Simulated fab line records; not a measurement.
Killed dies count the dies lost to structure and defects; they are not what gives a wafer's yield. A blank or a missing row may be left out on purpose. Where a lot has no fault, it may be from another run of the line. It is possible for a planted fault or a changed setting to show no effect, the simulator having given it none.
Chamber matching + flow n5-finfet + N5_MIM_BOT_ETCH_ETCH_04 on rie-diel-05: 4 sister chambers
The step etches SiNx in CF4/O2, target depth 26 nm, time 13 s. 8 wafers are shown with their chamber, then 8 later ones without.

WAFERS PAIRED WITH THEIR CHAMBERS
| wafer  | chamber | drypump-motor-current-A (A) | showerhead-plenum-p-Torr (Torr) |
|--------|---------|-----------------------------|---------------------------------|
| L078.3 | 3       | 6.1                         | 2.25                            |
| L080.3 | 0       | 6.1                         | 2.15                            |
| L084.4 | 1       | 5.8                         | 2.16                            |
| L084.5 | 2       | 5.5                         | 2.23                            |
| L086.1 | 3       | 6.0                         | 2.25                            |
| L086.3 | 1       | 5.8                         | 2.16                            |
| L086.5 | 0       | 6.1                         | 2.14                            |
| L093.2 | 2       | 5.5                         | 2.22                            |

WAFERS MISSING THEIR CHAMBER
| wafer  | drypump-motor-current-A (A) | showerhead-plenum-p-Torr (Torr) |
|--------|-----------------------------|---------------------------------|
| L093.3 | 6.1                         | 2.14                            |
| L093.5 | 5.7                         | 2.15                            |
| L094.1 | 5.5                         | 2.22                            |
| L094.5 | 6.1                         | 2.14                            |
| L094.6 | 5.8                         | 2.15                            |
| L095.1 | 6.1                         | 2.24                            |
| L095.4 | 5.8                         | 2.15                            |
| L095.5 | 5.8                         | 2.15                            |

EACH ONE'S CHAMBER
| wafer  | from the rows above | in truth |
|--------|---------------------|----------|
| L093.3 | 0                   | 0        |
| L093.5 | 1                   | 1        |
| L094.1 | 2                   | 2        |
| L094.5 | 0                   | 0        |
| L094.6 | 1                   | 1        |
| L095.1 | 3                   | 3        |
| L095.4 | 1                   | 1        |
| L095.5 | 1                   | 1        |
Placed correctly: 8 of 8. Not placeable from these rows: 0. Wrongly placed: 0.
How it was worked out, from the rows above alone: a wafer's distance from a chamber is the root of the sum, over the readings, of the square of ((its reading less the chamber's mean) divided by the reading's scatter). The wafer belongs to the nearest chamber; if the next one is less than 2 further off, it can't be placed. A chamber's mean is the mean of its shown wafers. The scatter: take each reading less its chamber's mean, square it, sum over the shown wafers, divide by the number of wafers less the number of chambers, and take the root.
